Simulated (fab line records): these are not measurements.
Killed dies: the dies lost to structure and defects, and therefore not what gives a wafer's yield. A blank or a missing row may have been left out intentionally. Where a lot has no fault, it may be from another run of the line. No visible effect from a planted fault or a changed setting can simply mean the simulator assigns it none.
Matching of chambers | flow n5_finfet | N5_MOL_CONTACT_COAG_ALD_131 on ald_sin-03 has 4 sister chambers
The step deposits SiO2, target thk 5 nm, pulse time 1 s, co reactant pulse time 1 s. 8 wafers are shown with their chamber, then 9 later ones without.

## WAFERS, EACH WITH ITS CHAMBER
wafer  | chamber | heater_power_w (W) | heater_power_outer_w (W)
L079.4 | 1       | 76                 | 41
L082.6 | 0       | 90                 | 49
L086.1 | 1       | 75                 | 41
L086.3 | 2       | 80                 | 47
L086.5 | 3       | 86                 | 39
L089.4 | 0       | 91                 | 48
L089.5 | 3       | 85                 | 41
L089.6 | 2       | 81                 | 46

## WAFERS MISSING THEIR CHAMBER
wafer  | heater_power_w (W) | heater_power_outer_w (W)
L093.2 | 81                 | 46
L093.3 | 91                 | 50
L093.5 | 74                 | 42
L094.1 | 91                 | 49
L094.5 | 82                 | 45
L094.6 | 75                 | 43
L097.2 | 75                 | 41
L097.3 | 79                 | 46
L097.5 | 85                 | 41

## THE CHAMBER EACH PASSED THROUGH
wafer  | from the rows above | in truth
L093.2 | 2                   | 2
L093.3 | 0                   | 0
L093.5 | 1                   | 1
L094.1 | 0                   | 0
L094.5 | 2                   | 2
L094.6 | 1                   | 1
L097.2 | 1                   | 1
L097.3 | 2                   | 2
L097.5 | 3                   | 3
Correctly placed: 9 of 9. From these rows, 0 cannot be placed. Placed wrongly: 0.
How it was worked out, from the rows above alone: a wafer's distance from a chamber is the root of the sum, over the readings, of the square of ((its reading less the chamber's mean) divided by the reading's scatter). If the next closest chamber is less than 2 further off than the closest, the wafer can't be placed; otherwise it belongs to the closest. For every chamber, the mean is computed from those of its wafers that are shown. The scatter is the square root of a quotient: the sum, over the shown wafers, of each reading's squared deviation from its chamber's mean, divided by wafers minus chambers.
